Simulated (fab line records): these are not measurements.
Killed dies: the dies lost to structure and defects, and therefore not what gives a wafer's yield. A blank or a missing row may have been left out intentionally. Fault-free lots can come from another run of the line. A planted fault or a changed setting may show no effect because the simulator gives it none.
One fault through the eyes of 2 desks + flow nand harc + every desk sees just its own numbers, and what lay behind them comes last

== AT THE TOOL OWNER'S DESK: rie diel-04 ==
The tool's own readings at NHARC_A_STAIRCASE_ETCH_169 (etches the open film in CH3F/O2, target depth 50 nm, time 107.1 s): means of the sampled wafers that have a number, for each lot that ran on this tool. A lot is out of limits, marked OUT, if its mean lies more than 4 standard deviations from the usual mean; the brackets give that distance.
Columns: A = drypump motor current A at NHARC_A_STAIRCASE_ETCH_169, usual 5.8 A; B = oes product au at NHARC_A_STAIRCASE_ETCH_169, usual 0.953 a.u.; C = rf fwd power W at NHARC_A_STAIRCASE_ETCH_169, usual 497.0 W; D = rf vpp V at NHARC_A_STAIRCASE_ETCH_169, usual 244.9 V; E = showerhead plenum p Torr at NHARC_A_STAIRCASE_ETCH_169, usual 2.49 Torr; F = throttle valve pct at NHARC_A_STAIRCASE_ETCH_169, usual 20.662 %
| lot  | first seen here | A   | B     | C     | D     | E    | F      |
|------|-----------------|-----|-------|-------|-------|------|--------|
| L607 | day 10 12:47    | 5.9 | 0.926 | 496.6 | 243.4 | 2.37 | 20.666 |
| L614 | day 12 12:13    | 6.1 | 0.920 | 495.0 | 244.2 | 2.48 | 20.669 |
| L615 | day 12 12:25    | 6.0 | 0.944 | 496.8 | 245.3 | 2.52 | 20.665 |
| L613 | day 12 17:34    | 6.0 | 0.964 | 496.5 | 244.2 | 2.44 | 20.660 |
| L619 | day 13 22:39    | 6.0 | 0.956 | 497.8 | 243.8 | 2.45 | 20.657 |
| L625 | day 15 03:38    | 5.9 | 0.956 | 497.1 | 243.5 | 2.41 | 20.671 |
| L627 | day 15 13:47    | 6.0 | 0.941 | 496.1 | 244.8 | 2.49 | 20.664 |
| L629 | day 16 12:57    | 5.9 | 0.950 | 496.9 | 243.5 | 2.41 | 20.660 |
Result from this desk: across the 8 lots, nothing is out of limits.

== FROM THE METROLOGY DESK ==
Lot by lot, what the gauges showed, no matter which tool ran the lot: averages of those sampled wafers that carry a number. A lot is out of limits, marked OUT, if its mean lies more than 4 standard deviations from the usual mean; the brackets give that distance.
Columns: A = cd nm at NHARC_THIN_TSV_CD_MEAS_37, usual 5001.2 nm
| lot  | first seen here | A      |
|------|-----------------|--------|
| L607 | day 19 04:18    | 5003.8 |
| L609 | day 19 06:43    | 5003.3 |
| L610 | day 19 07:56    | 5000.1 |
| L608 | day 19 09:32    | 4998.6 |
| L612 | day 20 00:51    | 5001.4 |
| L614 | day 20 08:29    | 5001.7 |
| L615 | day 20 12:51    | 5002.7 |
| L613 | day 21 03:27    | 4999.5 |
| L619 | day 21 15:17    | 4997.7 |
| L625 | day 23 15:49    | 5003.3 |
| L627 | day 23 21:06    | 5002.8 |
| L628 | day 23 23:05    | 5003.1 |
| L629 | day 25 01:44    | 5004.4 |
Result from this desk: across the 13 lots, nothing is out of limits.

== TAKEN TOGETHER ==
The tool owner's desk saw nothing out of limits.
At the metrology desk, nothing out of limits was observed.

== WHAT WAS PUT IN BY THE SIMULATOR ==
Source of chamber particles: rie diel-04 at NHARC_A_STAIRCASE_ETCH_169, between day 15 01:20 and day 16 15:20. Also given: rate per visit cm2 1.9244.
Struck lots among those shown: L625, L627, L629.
